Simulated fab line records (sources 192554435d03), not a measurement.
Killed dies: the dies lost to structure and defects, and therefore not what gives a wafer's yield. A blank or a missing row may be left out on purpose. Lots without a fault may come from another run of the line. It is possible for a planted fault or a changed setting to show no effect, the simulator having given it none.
fab line records    flow n5Finfet    part 1 of 2: steps 1 to 22 of 28
record: lots: 5  wafers: 15  lastDay: 18
route steps=1938 shown BEOL_M3@1012 BEOL_M4@1021
lots that met no fault: from a run of the same line without faults
startH: hours from the record's opening day to when the first of the lot's shown wafers began    waitH: how many hours have passed since the lot's step before this one    " as in the row above    L1.1+2: a single row standing in for several wafers    - no value, or no start given    * or withheld: withheld    < > ~ a bound
route shown NAME@n: a module of which the file shows steps, and the number in the route of the first    usual: mean/standard deviation taken from wafers without a fault    same: alike in all rows    chamber/n: place in a boat    sites: per-site readings    _std_site: the values' standard deviation    _edge_site: inner sites' mean taken away from outer sites' mean    radiusMm: for every site, how far away it sits from the centre of the wafer    mask NAME#n: copy n    behind: the most recent tool/chamber to have shaped the wafer    hold: cause of the lot's hold/its duration in hours/its outcome    device: the transistor (n, p or np) that didn't switch    end of line: the tests these same wafers got at the end of their route    step lacking rows: just its recipe    killed: the dies lost at the first sort to structure and to defects; this is not the yield of the wafer    map: per-die view of a wafer (x killed, . not killed, _ where there is no die)
set.NAME: the setting that was run; set.NAME@STEP: the one run at that earlier step    model.NAME: the simulator's own value behind a step, which no gauge read
a table for each step, a row for each wafer; lots at some steps of the route
services: the hour from which a tool's chamber was out of use, counted from the record's first day as startH (under 0 if before that day), plus the number of hours and why
== steps ==
step: N5_BEOL_M3_ANNEAL_51
recipe: tempC: 225  timeS: 90  ambient: N2
usual: annealTempC: 224.99/0.16  wafer_temp_C_max: 226.2/0.51
lot.wafer  tool          chamber  startH  waitH  annealTempC  wafer_temp_C_max
L074.4     rtpAnneal-02  0        148.20  0.2    224.96       227.5
L074.5     "             0        "       "      225.33       227.1
L074.6     "             0        "       "      225.20       226.5
L077.1     rtpAnneal-01  0        170.20  0.1    225.17       225.8
L077.2     "             0        "       "      225.02       226.1
L077.3     "             0        "       "      225.10       225.9
L078.1     rtpAnneal-01  0        188.81  0.1    224.84       225.8
L078.3     "             0        "       "      224.75       225.4
L078.6     "             0        "       "      224.80       225.7
L088.1     rtpAnneal-01  0        246.62  0.1    224.90       225.5
L088.2     "             0        "       "      225.13       225.9
L088.6     "             0        "       "      224.95       225.7
L097.1     rtpAnneal-02  0        320.66  0.1    225.04       226.6
L097.3     "             0        "       "      224.97       226.3
L097.4     "             0        "       "      225.33       226.4
step: N5_BEOL_M3_CMP_52
recipe: stopOn: SiOC  tOverpolishS: 6.8  downForcePsi: 1  platenRpm: 50  clearingPlatenDownForcePsi: 1.5  clearingPlatenRpm: 50  postCmpClean: cuAlkaline  targetThkNm: 40  clearingPlatenPadVelocityMS: 0.99484  padVelocityMS: 0.99484
usual: barrierFieldEndpointS: 24.7/0.67  motorCurrentA: 6.1/0.64  overpolishRunS: 6.800/0.0089  timeToEndpointS: 64/3.1
lot.wafer  tool    chamber  startH  waitH  barrierFieldEndpointS  motorCurrentA  overpolishRunS  timeToEndpointS
L074.4     cmp-03  0        148.45  0.2    24.4                   6.8            6.802           61
L074.5     "       2        "       "      24.3                   6.1            6.802           64
L074.6     "       3        "       "      24.4                   6.4            6.811           62
L077.3     cmp-01  3        170.49  0.2    24.8                   6.6            6.798           65
L077.1     "       0        "       "      24.9                   5.5            6.815           66
L077.2     "       1        "       "      24.6                   5.5            6.796           64
L078.3     cmp-01  0        189.14  0.2    24.4                   5.3            6.794           68
L078.1     "       2        "       "      24.1                   6.6            6.814           62
L078.6     "       0        "       "      24.6                   5.6            6.814           63
L088.2     cmp-04  1        246.99  0.3    24.3                   6.9            6.799           61
L088.1     "       2        "       "      24.7                   5.2            6.809           66
L088.6     "       0        "       "      24.2                   5.4            6.796           58
L097.4     cmp-04  1        320.97  0.1    24.9                   6.6            6.797           59
L097.3     "       3        "       "      24.8                   6.2            6.795           58
L097.1     "       0        "       "      23.4                   5.6            6.804           57
step: N5_BEOL_M3_THK_MEAS_53
recipe: thkMeasGauge: xrf  reads: Cu_of_BEOL_M3_ECD_50
usual: M3_THK: 40.1/1.7
lot.wafer  tool          chamber  startH  waitH  M3_THK[nm]
L074.4     filmMetro-02  -        148.67  -      39.7
L074.5     "             -        "       "      40.6
L074.6     "             -        "       "      42.6
L077.1     filmMetro-01  -        170.79  -      38.8
L077.2     "             -        "       "      39.7
L077.3     "             -        "       "      39.9
L078.1     filmMetro-02  -        189.40  -      37.7
L078.3     "             -        "       "      39.1
L078.6     "             -        "       "      39.6
L088.1     filmMetro-01  -        247.21  -      38.9
L088.2     "             -        "       "      39.8
L088.6     "             -        "       "      38.1
L097.1     filmMetro-02  -        321.26  -      39.2
L097.3     "             -        "       "      38.8
L097.4     "             -        "       "      39.9
step: N5_BEOL_M3_PRE_CLEAN_60
recipe: gas: NH3/H2  timeS: 15  tempC: *  rfPowerW: 300
usual: heaterPowerW: 76/11  susceptorTempC: *
lot.wafer  tool      chamber  startH  waitH  heaterPowerW  sinceWetCleanH  susceptorTempC
L074.4     cvdCo-01  1        148.73  0.1    66            -               *
L074.5     "         2        "       "      90            -               *
L074.6     "         0        "       "      69            -               *
L077.1     cvdCo-01  2        170.82  0.0    89            463             *
L077.2     "         0        "       "      71            931             *
L077.3     "         1        "       "      68            34              *
L078.1     cvdCo-02  0        189.44  0.0    80            731             *
L078.3     "         2        "       "      61            271             *
L078.6     "         2        "       "      62            -               *
L088.1     cvdCo-01  0        247.25  0.0    72            1007            *
L088.2     "         2        "       "      93            539             *
L088.6     "         0        "       "      72            -               *
L097.1     cvdCo-01  1        321.30  0.0    68            185             *
L097.3     "         0        "       "      70            1081            *
L097.4     "         2        "       "      92            -               *
step: N5_BEOL_M3_CO_CAP_55
recipe: material: Co  targetThkA: 20  tempC: 200  precursor: CCTBA/H2  pressureTorr: 30  timeS: 102.1
usual: heaterPowerW: 225/14  susceptorTempC: 200.00/0.17
lot.wafer  tool      chamber  startH  waitH  heaterPowerW  sinceWetCleanH  susceptorTempC
L074.4     cvdCo-01  1        148.78  0.0    216           -               199.85
L074.5     "         2        "       "      248           -               200.08
L074.6     "         0        "       "      220           -               199.78
L077.1     cvdCo-01  2        170.86  0.0    239           463             200.11
L077.2     "         0        "       "      215           931             200.18
L077.3     "         1        "       "      217           34              200.40
L078.1     cvdCo-02  0        189.48  0.0    229           731             200.03
L078.3     "         2        "       "      202           271             199.93
L078.6     "         2        "       "      201           -               199.99
L088.1     cvdCo-01  0        247.29  0.0    215           1007            200.22
L088.2     "         2        "       "      244           539             199.99
L088.6     "         0        "       "      223           -               200.04
L097.1     cvdCo-01  1        321.34  0.0    216           185             199.66
L097.3     "         0        "       "      217           1081            200.15
L097.4     "         2        "       "      239           -               200.28
step: N5_BEOL_M3_PRE_CLEAN_56
recipe: gas: NH3  timeS: 15  tempC: withheld  rfPowerW: 300
lot.wafer  tool      chamber  startH  waitH  sinceWetCleanH
L074.4     pecvd-04  0        148.85  0.0    -
L074.5     "         1        "       "      -
L074.6     "         2        "       "      -
L077.1     pecvd-04  2        170.96  0.1    483
L077.2     "         0        "       "      1237
L077.3     "         1        "       "      1962
L078.1     pecvd-04  2        189.57  0.1    502
L078.3     "         0        "       "      -
L078.6     "         2        "       "      -
L088.1     pecvd-04  2        247.38  0.1    560
L088.2     "         0        "       "      1314
L088.6     "         0        "       "      -
L097.1     pecvd-03  2        321.43  0.1    271
L097.3     "         0        "       "      1025
L097.4     "         2        "       "      -
step: N5_BEOL_M3_DEP_57
recipe: material: SiCN  targetThkA: 80  tempC: withheld  precursor: 3MS/NH3  pressureTorr: 3  rfW: 202  timeS: 14
usual: showerheadPlenumPTorr: 3.672/0.019  throttleValvePct: 9.1/0.3
lot.wafer  tool      chamber  startH  waitH  showerheadPlenumPTorr  sinceWetCleanH  throttleValvePct
L074.4     pecvd-04  0        148.88  0.0    3.686                  -               9.1
L074.5     "         1        "       "      3.675                  -               9.1
L074.6     "         2        "       "      3.713                  -               8.7
L077.1     pecvd-04  2        170.98  0.0    3.707                  483             8.5
L077.2     "         0        "       "      3.687                  1237            9.0
L077.3     "         1        "       "      3.669                  1962            9.2
L078.1     pecvd-04  2        189.61  0.0    3.702                  502             8.7
L078.3     "         0        "       "      3.678                  -               8.9
L078.6     "         2        "       "      3.719                  -               8.9
L088.1     pecvd-04  2        247.41  0.0    3.703                  560             8.7
L088.2     "         0        "       "      3.682                  1314            9.1
L088.6     "         0        "       "      3.690                  -               9.4
L097.1     pecvd-03  2        321.46  0.0    3.653                  271             8.8
L097.3     "         0        "       "      3.654                  1025            9.5
L097.4     "         2        "       "      3.665                  -               8.7
step: N5_BEOL_M3_RS_MEAS_58
recipe: thkMeasGauge: four-point-probe  reads: Co_of_BEOL_M3_CO_CAP_55+Cu_of_BEOL_M3_ECD_50+Co_of_BEOL_M3_CVD_47+TaN_of_BEOL_M3_ALD_84
usual: M3_RS: 0.67/0.037
lot.wafer  tool          chamber  startH  waitH  M3_RS[ohm/sq]
L074.4     filmMetro-01  -        148.93  0.0    0.69
L074.5     "             -        "       "      0.67
L074.6     "             -        "       "      0.63
L077.1     filmMetro-02  -        171.05  0.0    0.70
L077.2     "             -        "       "      0.69
L077.3     "             -        "       "      0.68
L078.1     filmMetro-02  -        189.69  0.1    0.73
L078.3     "             -        "       "      0.70
L078.6     "             -        "       "      0.69
L088.1     filmMetro-01  -        247.47  0.0    0.70
L088.2     "             -        "       "      0.68
L088.6     "             -        "       "      0.71
L097.1     filmMetro-01  -        321.52  0.0    0.69
L097.3     "             -        "       "      0.69
L097.4     "             -        "       "      0.67
step: N5_BEOL_M3_INSPECT_59
recipe: inspectInstrument: darkfield  mode: postDep
usual: rawDefectCount: 70/22
lot.wafer  tool              chamber  startH  waitH  rawDefectCount
L074.4     defectInspect-02  -        148.96  0.0    57
L074.5     "                 -        "       "      37
L074.6     "                 -        "       "      34
L077.1     defectInspect-01  -        171.07  0.0    48
L077.2     "                 -        "       "      53
L077.3     "                 -        "       "      86
L078.1     defectInspect-02  -        189.71  0.0    65
L078.3     "                 -        "       "      69
L078.6     "                 -        "       "      66
L088.1     defectInspect-01  -        247.50  0.0    49
L088.2     "                 -        "       "      86
L088.6     "                 -        "       "      60
L097.1     defectInspect-01  -        321.55  0.0    85
L097.3     "                 -        "       "      93
L097.4     "                 -        "       "      60
step: N5_BEOL_M4_ILD_DEP_00
recipe: material: SiOC  targetThkA: 790  tempC: 350  precursor: DEMS/O2  pressureTorr: 5  rfW: 500  timeS: 15.3
usual: heaterPowerW: 498/98  showerheadPlenumPTorr: 5.707/0.017  susceptorTempC: 350.00/0.21  throttleValvePct: 11.7/0.38
lot.wafer  tool      chamber  startH  waitH  heaterPowerW  showerheadPlenumPTorr  sinceWetCleanH  susceptorTempC  throttleValvePct
L074.4     pecvd-01  0        149.01  0.1    594           5.710                  -               349.71          11.7
L074.5     "         1        "       "      420           5.703                  -               350.07          11.6
L074.6     "         2        "       "      432           5.690                  -               349.92          11.4
L077.1     pecvd-02  0        171.11  0.0    394           5.703                  1056            350.45          12.2
L077.2     "         1        "       "      465           5.730                  1781            349.73          12.7
L077.3     "         1        "       "      475           5.703                  -               349.78          12.3
L078.1     pecvd-01  2        189.75  0.0    444           5.716                  2162            349.63          11.4
L078.3     "         1        "       "      360           5.697                  1437            350.02          11.5
L078.6     "         2        "       "      453           5.700                  -               349.81          11.2
L088.1     pecvd-01  2        247.54  0.0    411           5.714                  16              350.18          10.9
L088.2     "         1        "       "      377           5.688                  1495            349.99          11.6
L088.6     "         0        "       "      584           5.706                  -               349.78          12.0
L097.1     pecvd-04  2        321.58  0.0    642           5.738                  634             349.74          11.7
L097.3     "         0        "       "      536           5.708                  1388            350.09          12.0
L097.4     "         2        "       "      636           5.742                  -               350.24          11.7
step: N5_BEOL_M4_THK_MEAS_01
recipe: reads: SiOC_of_BEOL_M4_ILD_DEP_00
usual: M4_ILD_THK: 79.2/1
lot.wafer  tool          chamber  startH  waitH  M4_ILD_THK[nm]
L074.4     filmMetro-01  -        149.06  0.0    79.9
L074.5     "             -        "       "      79.2
L074.6     "             -        "       "      79.9
L077.1     filmMetro-02  -        171.20  0.1    78.1
L077.2     "             -        "       "      79.0
L077.3     "             -        "       "      80.0
L078.1     filmMetro-01  -        189.82  0.0    78.4
L078.3     "             -        "       "      79.1
L078.6     "             -        "       "      80.6
L088.1     filmMetro-01  -        247.61  0.1    79.1
L088.2     "             -        "       "      78.7
L088.6     "             -        "       "      79.8
L097.1     filmMetro-02  -        321.65  0.0    79.3
L097.3     "             -        "       "      78.7
L097.4     "             -        "       "      81.1
step: N5_BEOL_M4_PECVD_72
recipe: material: SiO2  targetThkA: 160  tempC: 400  precursor: TEOS/O2  pressureTorr: 5.5  rfW: 450  teosFlowSccm: 53.8  gas: O2  flowSccm: 3000  timeS: 18
usual: heaterPowerW: 755/130  showerheadPlenumPTorr: 8.84/0.093  susceptorTempC: 400.02/0.22  throttleValvePct: 22.4/0.69
lot.wafer  tool      chamber  startH  waitH  heaterPowerW  showerheadPlenumPTorr  sinceWetCleanH  susceptorTempC  throttleValvePct
L074.4     pecvd-04  1        149.11  0.1    944           8.81                   -               400.20          21.9
L074.5     "         0        "       "      730           8.92                   -               399.89          22.5
L074.6     "         2        "       "      932           8.97                   -               399.95          21.5
L077.1     pecvd-01  0        171.23  0.0    818           8.87                   694             400.22          21.9
L077.2     "         1        "       "      613           8.77                   1419            400.34          21.6
L077.3     "         2        "       "      699           8.84                   2144            400.28          21.1
L078.1     pecvd-04  2        189.86  0.0    898           8.95                   502             400.20          21.5
L078.3     "         0        "       "      756           8.88                   -               399.88          22.4
L078.6     "         2        "       "      922           8.97                   -               399.94          21.6
L088.1     pecvd-02  1        247.65  0.0    749           8.90                   1858            400.08          23.5
L088.2     "         0        "       "      664           8.85                   1133            400.18          23.2
L088.6     "         2        "       "      571           8.62                   -               400.20          22.2
L097.1     pecvd-02  2        321.69  0.0    631           8.64                   453             400.12          23.1
L097.3     "         1        "       "      691           8.88                   1932            400.14          23.5
L097.4     "         1        "       "      699           8.88                   -               400.00          23.6
step: N5_BEOL_M4_HM_DEP_02
recipe: material: TiN  targetThkA: 200  tempC: 25  chamberPressurePa: 0.49996
usual: susceptorTempC: 25.01/0.11  throttleValvePct: 29.7/0.89
lot.wafer  tool           chamber  startH  waitH  susceptorTempC  throttleValvePct
L074.4     pvdSputter-01  -        149.87  0.7    25.24           30.9
L074.5     "              -        "       "      24.99           29.6
L074.6     "              -        "       "      25.17           30.8
L077.1     pvdSputter-01  -        172.68  1.4    25.01           29.0
L077.2     "              -        "       "      25.07           29.5
L077.3     "              -        "       "      25.09           30.8
L078.1     pvdSputter-03  -        190.47  0.6    25.09           30.9
L078.3     "              -        "       "      25.02           30.5
L078.6     "              -        "       "      24.92           29.4
L088.1     pvdSputter-01  -        249.45  1.8    24.93           30.1
L088.2     "              -        "       "      24.88           28.9
L088.6     "              -        "       "      25.06           29.1
L097.1     pvdSputter-03  -        322.21  0.5    25.06           29.3
L097.3     "              -        "       "      25.02           29.8
L097.4     "              -        "       "      25.17           29.2
step: N5_BEOL_M4_COAT_61
recipe: resist: SOC  tempC: 250  timeS: 60  spinRpm: 1500  resistThkNm: 60
usual: chillPlateTempC: 22.98/0.11
lot.wafer  tool           chamber  startH  waitH  chillPlateTempC
L074.4     lithoTrack-02  0        150.01  0.1    23.02
L074.5     "              0        "       "      22.92
L074.6     "              0        "       "      22.95
L077.1     lithoTrack-05  0        172.80  0.1    23.15
L077.2     "              0        "       "      23.01
L077.3     "              0        "       "      23.11
L078.1     lithoTrack-03  0        190.60  0.1    23.07
L078.3     "              0        "       "      22.95
L078.6     "              0        "       "      22.98
L088.1     lithoTrack-02  0        249.57  0.1    23.03
L088.2     "              0        "       "      23.17
L088.6     "              0        "       "      23.31
L097.1     lithoTrack-03  0        322.34  0.1    23.10
L097.3     "              0        "       "      23.06
L097.4     "              0        "       "      22.96
step: N5_BEOL_M4_COAT_62
recipe: resist: SiARC  tempC: 220  timeS: 60  spinRpm: 1500  resistThkNm: 12
usual: chillPlateTempC: 23.01/0.1
lot.wafer  tool           chamber  startH  waitH  chillPlateTempC
L074.4     lithoTrack-02  0        -       -      23.06
L074.5     "              0        "       "      23.09
L074.6     "              0        "       "      23.03
L077.1     lithoTrack-05  0        -       -      22.89
L077.2     "              0        "       "      22.97
L077.3     "              0        "       "      22.93
L078.1     lithoTrack-03  0        -       -      23.10
L078.3     "              0        "       "      22.86
L078.6     "              0        "       "      22.99
L088.1     lithoTrack-02  0        -       -      23.21
L088.2     "              0        "       "      22.99
L088.6     "              0        "       "      22.97
L097.1     lithoTrack-03  0        -       -      22.98
L097.3     "              0        "       "      23.04
L097.4     "              0        "       "      23.03
step: N5_BEOL_M4_COAT_73
recipe: resist: underlayer  tempC: 205  timeS: 60  spinRpm: 1500  resistThkNm: 5
usual: chillPlateTempC: 23.02/0.12
lot.wafer  tool           chamber  startH  waitH  chillPlateTempC
L074.4     lithoTrack-02  0        -       -      22.94
L074.5     "              0        "       "      22.90
L074.6     "              0        "       "      23.04
L077.1     lithoTrack-05  0        -       -      23.06
L077.2     "              0        "       "      22.96
L077.3     "              0        "       "      23.12
L078.1     lithoTrack-03  0        -       -      22.99
L078.3     "              0        "       "      22.99
L078.6     "              0        "       "      23.07
L088.1     lithoTrack-02  0        -       -      23.00
L088.2     "              0        "       "      23.16
L088.6     "              0        "       "      22.98
L097.1     lithoTrack-03  0        -       -      22.87
L097.3     "              0        "       "      22.96
L097.4     "              0        "       "      23.05
step: N5_BEOL_M4_COAT_05
recipe: resist: CAR-EUV  spinRpm: 1500  resistThkNm: 30
usual: chillPlateTempC: 22.97/0.1
lot.wafer  tool           chamber  startH  waitH  chillPlateTempC
L074.4     lithoTrack-02  0        -       -      23.00
L074.5     "              0        "       "      23.18
L074.6     "              0        "       "      23.12
L077.1     lithoTrack-05  0        -       -      22.95
L077.2     "              0        "       "      22.80
L077.3     "              0        "       "      22.94
L078.1     lithoTrack-03  0        -       -      22.82
L078.3     "              0        "       "      22.89
L078.6     "              0        "       "      22.80
L088.1     lithoTrack-02  0        -       -      23.05
L088.2     "              0        "       "      22.91
L088.6     "              0        "       "      23.12
L097.1     lithoTrack-03  0        -       -      23.03
L097.3     "              0        "       "      22.76
L097.4     "              0        "       "      23.00
step: N5_BEOL_M4_EBR_07
recipe: solvent: PGMEA  ebrWidthMm: 1.5
usual: chillPlateTempC: 22.99/0.1
lot.wafer  tool           chamber  startH  waitH  chillPlateTempC
L074.4     lithoTrack-02  0        -       -      22.98
L074.5     "              0        "       "      23.01
L074.6     "              0        "       "      23.14
L077.1     lithoTrack-05  0        -       -      23.00
L077.2     "              0        "       "      23.06
L077.3     "              0        "       "      22.97
L078.1     lithoTrack-03  0        -       -      22.81
L078.3     "              0        "       "      23.14
L078.6     "              0        "       "      23.01
L088.1     lithoTrack-02  0        -       -      22.95
L088.2     "              0        "       "      22.84
L088.6     "              0        "       "      22.91
L097.1     lithoTrack-03  0        -       -      22.73
L097.3     "              0        "       "      22.97
L097.4     "              0        "       "      22.87
step: N5_BEOL_M4_SOFTBAKE_06
recipe: tempC: 110  timeS: 60  resist: CAR-EUV
usual: chillPlateTempC: 23.02/0.093
lot.wafer  tool           chamber  startH  waitH  chillPlateTempC
L074.4     lithoTrack-02  0        -       -      23.12
L074.5     "              0        "       "      23.22
L074.6     "              0        "       "      23.07
L077.1     lithoTrack-05  0        -       -      23.07
L077.2     "              0        "       "      22.95
L077.3     "              0        "       "      23.04
L078.1     lithoTrack-03  0        -       -      23.00
L078.3     "              0        "       "      23.08
L078.6     "              0        "       "      23.02
L088.1     lithoTrack-02  0        -       -      23.07
L088.2     "              0        "       "      22.85
L088.6     "              0        "       "      22.90
L097.1     lithoTrack-03  0        -       -      23.04
L097.3     "              0        "       "      22.91
L097.4     "              0        "       "      23.03
step: N5_BEOL_M4_EXPOSE_08
recipe: maskId: M4  na: 0.33  sourceShape: dipole  sigmaInner: 0.369  sigmaOuter: 0.767  polarization: unpolarized  doseMj: 41.25
usual: exposureDoseMJCm2: 41.19/0.089
same: dipoleOpeningDeg: 79.7  sigmaOuter: 0.767
lot.wafer  tool           chamber  startH  waitH  mask  exposureDoseMJCm2
L074.4     euvScanner-02  0        150.29  -      M4#0  41.16
L074.5     "              0        "       "      M4#0  41.16
L074.6     "              0        "       "      M4#0  41.16
L077.1     euvScanner-02  0        172.94  -      M4#0  41.16
L077.2     "              0        "       "      M4#0  41.25
L077.3     "              0        "       "      M4#0  41.14
L078.1     euvScanner-02  0        190.87  -      M4#0  41.17
L078.3     "              0        "       "      M4#0  41.14
L078.6     "              0        "       "      M4#0  41.14
L088.1     euvScanner-02  0        249.71  -      M4#0  41.15
L088.2     "              0        "       "      M4#0  41.20
L088.6     "              0        "       "      M4#0  41.16
L097.1     euvScanner-02  0        322.47  -      M4#0  41.08
L097.3     "              0        "       "      M4#0  41.08
L097.4     "              0        "       "      M4#0  41.11
step: N5_BEOL_M4_PEB_09
recipe: pebTempC: 100  pebTimeS: 60  resist: CAR-EUV
usual: chillPlateTempC: 22.99/0.094
lot.wafer  tool           chamber  startH  waitH  chillPlateTempC
L074.4     lithoTrack-05  0        150.34  0.0    22.96
L074.5     "              0        "       "      22.83
L074.6     "              0        "       "      22.94
L077.1     lithoTrack-02  0        173.00  0.1    23.05
L077.2     "              0        "       "      23.03
L077.3     "              0        "       "      22.99
L078.1     lithoTrack-02  0        190.94  0.1    23.06
L078.3     "              0        "       "      22.81
L078.6     "              0        "       "      22.95
L088.1     lithoTrack-02  0        249.77  0.1    23.19
L088.2     "              0        "       "      22.93
L088.6     "              0        "       "      23.05
L097.1     lithoTrack-05  0        322.54  0.1    22.97
L097.3     "              0        "       "      22.97
L097.4     "              0        "       "      22.97
step: N5_BEOL_M4_DEVELOP_10
recipe: developTimeS: 30  developer: TMAH  resist: CAR-EUV  rinseLiquid: surfactantRinse  dry: airSpin  devTempC: 23
usual: chillPlateTempC: 23.01/0.099
lot.wafer  tool           chamber  startH  waitH  chillPlateTempC
L074.4     lithoTrack-05  0        -       -      22.99
L074.5     "              0        "       "      23.15
L074.6     "              0        "       "      23.11
L077.1     lithoTrack-02  0        -       -      23.03
L077.2     "              0        "       "      22.95
L077.3     "              0        "       "      22.97
L078.1     lithoTrack-02  0        -       -      23.06
L078.3     "              0        "       "      22.99
L078.6     "              0        "       "      23.05
L088.1     lithoTrack-02  0        -       -      22.92
L088.2     "              0        "       "      23.17
L088.6     "              0        "       "      23.07
L097.1     lithoTrack-05  0        -       -      23.07
L097.3     "              0        "       "      22.93
L097.4     "              0        "       "      23.21
